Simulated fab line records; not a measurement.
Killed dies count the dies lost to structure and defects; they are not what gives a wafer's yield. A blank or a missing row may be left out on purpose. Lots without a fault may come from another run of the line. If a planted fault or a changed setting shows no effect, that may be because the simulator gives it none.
8D (eight disciplines) problem report, filled in by code ; flow nand_harc ; the parts of the form that need people (team, actions taken, sign-off) are left out

## 1. PROBLEM STATEMENT
A mean of 1157 is read at NHARC_P_ZERO_WELL_INSPECT_43 for raw_defect_count, taken on 1 wafer of 1 lot, against 12 (standard deviation 5) on wafers free of any fault. So: +99 or more standard deviations from the usual mean.
The first sign was on wafer L363.4 at day 7 23:35, on defect_inspect-02. Wafers with a number at this step in the record: 36, from 12 lots. Rule for "out" (also "out of limits"): further than 4 standard deviations from the usual mean. The other wafers with a number count as sound.

## 2. WHAT THIS IS AND IS NOT
question;is;is not
which readings at this step;raw_defect_count;-
which lots;L363;L349, L350, L352, L353, L355, L356, L358, L359, L360, L362, L367
which wafers of those lots;L363.4;L363.5, L363.6
read on which gauges;defect_inspect-02;defect_inspect-01
when;from day 7 23:35;"up to then (32 sound wafers); but 3 sound wafers of L367 came after"

## 3. THE SUSPECTS, EACH WITH WHAT RULES IT OUT
Counting: a tool at a process step up to the reading stays a suspect if it ran every lot that is out. Sound lots after the first of them don't rule it out here, since some wafers of a struck lot are sound.
- the gauge at NHARC_P_ZERO_WELL_INSPECT_43 has been ruled out. All the wafers that are out were read on defect_inspect-02, but those of them that NHARC_END_SORT_01 has rows for are out there too, on other tools.
- wet_bench-03 at NHARC_P_ZERO_WELL_STRIP_28 (strips in SPM, time 840 s): kept. It processed L363, the lot that is out, at day 7 19:28, and its most recent sound lot before then was L362 at day 7 09:20.
The count leaves wet_bench-03 at NHARC_P_ZERO_WELL_STRIP_28.

## 4. THE CAUSE (what the simulator had put in)
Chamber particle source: wet_bench-03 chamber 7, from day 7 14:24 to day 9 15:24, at NHARC_P_ZERO_WELL_STRIP_28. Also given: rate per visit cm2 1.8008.
After counting, this tool was the only one left.

## 5. THE EFFECT CHAIN, in route order
One row per reading whose mean, taken over the struck wafers that have a number, lies over 3 standard deviations from the usual. Scope: only readings with a usual standard deviation given in the record; hours: median across lots of the time from each lot's start at the first step in this table that gives one to its start at this step; sigmas: change in usual standard deviations.
hours;step;reading;usual;on struck wafers;change;sigmas
0;NHARC_P_ZERO_WELL_INSPECT_43;raw_defect_count;12;1157;+1145;+99 or more
541;NHARC_END_SORT_01;killed_at_periphery;3.7;102.0;+98.3;+34
541;NHARC_END_SORT_01;killed_dies;58;133;+75;+4.7
Later measuring or inspecting steps at which every struck wafer that the step has a row for has a number for every such reading, and none has moved that far: NHARC_P_STI_OVL_MEAS_10.

## 6. WHAT WOULD HAVE CAUGHT IT SOONER
The first out-of-limits reading at a measuring or inspecting step in this record came at day 7 23:35, 9 hours after the fault's start at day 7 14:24.
The start of NHARC_P_ZERO_WELL_STRIP_28 on wet_bench-03 came by day 7 23:35 for every one of the lots that are out (1). Tool hold at that time: it would have spared none of them.
